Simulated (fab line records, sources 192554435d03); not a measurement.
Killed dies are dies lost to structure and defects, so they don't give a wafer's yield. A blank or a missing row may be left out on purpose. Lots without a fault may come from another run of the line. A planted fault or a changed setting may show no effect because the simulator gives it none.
Chamber matching | flow n5_finfet | N5_BEOL_M7_STRIP_67 on rie_diel-05: 4 sister chambers
The step strips in CF4. 4 wafers are shown with their chamber, then 7 later ones without.

WAFERS WITH THEIR CHAMBER
wafer  | chamber | drypump_motor_current_A (A)
L084.1 | 1       | 5.1
L084.6 | 2       | 6.4
L094.2 | 3       | 5.5
L094.4 | 0       | 6.5

WAFERS WITHOUT THEIR CHAMBER
wafer  | drypump_motor_current_A (A)
L094.6 | 6.3
L096.2 | 5.5
L096.4 | 5.5
L096.6 | 6.4
L095.1 | 6.4
L095.4 | 6.4
L095.6 | 5.5

WHICH CHAMBER EACH WENT THROUGH
wafer  | from the rows above | in truth
L094.6 | 2                   | 2
L096.2 | 3                   | 3
L096.4 | 3                   | 3
L096.6 | 2                   | 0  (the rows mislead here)
L095.1 | 2                   | 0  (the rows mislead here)
L095.4 | 2                   | 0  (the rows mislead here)
L095.6 | 3                   | 3
Placed correctly: 4 of 7. Can't be placed from these rows: 0. Placed wrongly: 3.
How it was worked out, from the rows above alone: a wafer's distance from a chamber is the root of the sum, over the readings, of the square of ((its reading less the chamber's mean) divided by the reading's scatter). The wafer belongs to the nearest chamber; if the next one is less than 2 further off, it can't be placed. A chamber's mean is the mean of its shown wafers. The scatter: with one shown wafer a chamber, the root of the mean of the squares of how far each hidden wafer lies from its nearest shown one.
